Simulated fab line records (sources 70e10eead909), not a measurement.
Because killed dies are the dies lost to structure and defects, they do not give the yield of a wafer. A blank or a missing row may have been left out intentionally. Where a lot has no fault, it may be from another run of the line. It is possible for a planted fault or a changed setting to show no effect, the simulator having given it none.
Matching of chambers	flow nand-harc	3 sister chambers for NHARC_A_WL_FILL_STRIP_29 on rie-diel-06
The step strips in O2, time 20 s. 3 wafers are shown with their chamber, then 5 later ones without.

== EACH WAFER AND ITS CHAMBER ==
wafer	chamber	showerhead-plenum-p-Torr (Torr)
L088.2	1	3.43
L091.3	3	3.61
L091.4	2	3.65

== WAFERS WITH NO CHAMBER GIVEN ==
wafer	showerhead-plenum-p-Torr (Torr)
L091.5	3.42
L093.5	3.65
L093.6	3.42
L096.4	3.42
L096.5	3.65

== CHAMBER TAKEN BY EACH ==
wafer	from the rows above	in truth
L091.5	1	1
L093.5	2	2
L093.6	1	1
L096.4	1	1
L096.5	2	2
Correct placement for 5 of the 5. Left unplaced by these rows: 0. Placed wrongly: 0.
How it was worked out, from the rows above alone: a wafer's distance from a chamber is the root of the sum, over the readings, of the square of ((its reading less the chamber's mean) divided by the reading's scatter). The wafer belongs to the nearest chamber; if the next one is less than 2 further off, it can't be placed. The mean given for a chamber averages the wafers shown for that chamber. The scatter: root of mean squared gap, hidden wafer to nearest shown wafer, with one shown wafer a chamber.
